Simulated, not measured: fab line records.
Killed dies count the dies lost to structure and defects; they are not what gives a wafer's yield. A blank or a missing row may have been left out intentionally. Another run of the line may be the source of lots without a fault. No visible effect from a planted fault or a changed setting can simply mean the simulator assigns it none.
Chamber matching | flow nandHarc | NHARC_P_BONDPAD_DESCUM_11 on rieDiel-13: 4 sister chambers
The step chemistry O2, time 3 s. 8 wafers are shown with their chamber, then 7 later ones without.

EACH WAFER AND ITS CHAMBER
wafer  | chamber | drypumpMotorCurrentA (A) | oesProductAu (a.u.)
L074.2 | 1       | 5.4                      | 0.993
L079.1 | 1       | 5.4                      | 0.996
L082.4 | 3       | 5.7                      | 0.994
L082.3 | 2       | 5.8                      | 1.007
L082.5 | 0       | 5.2                      | 0.999
L082.6 | 2       | 5.8                      | 1.008
L090.1 | 3       | 5.7                      | 1.001
L090.5 | 0       | 5.1                      | 1.000

WAFERS WITH NO CHAMBER GIVEN
wafer  | drypumpMotorCurrentA (A) | oesProductAu (a.u.)
L090.6 | 5.4                      | 1.002
L095.1 | 5.8                      | 1.006
L095.2 | 5.2                      | 1.008
L095.5 | 5.4                      | 0.994
L096.1 | 5.8                      | 0.992
L096.2 | 5.2                      | 1.001
L096.3 | 5.4                      | 0.998

WHICH CHAMBER EACH WENT THROUGH
wafer  | from the rows above | in truth
L090.6 | 1                   | 1
L095.1 | 2                   | 2
L095.2 | 0                   | 0
L095.5 | 1                   | 1
L096.1 | 3                   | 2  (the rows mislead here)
L096.2 | 0                   | 0
L096.3 | 1                   | 1
Correctly placed: 6 of 7. Not placeable from these rows: 0. Wrongly placed: 1.
How it was worked out, from the rows above alone: a wafer's distance from a chamber is the root of the sum, over the readings, of the square of ((its reading less the chamber's mean) divided by the reading's scatter). The wafer belongs to the nearest chamber; if the next one is less than 2 further off, it can't be placed. Each chamber's mean is taken over the wafers shown for it. The scatter is the square root of a quotient: the sum, over the shown wafers, of each reading's squared deviation from its chamber's mean, divided by wafers minus chambers.
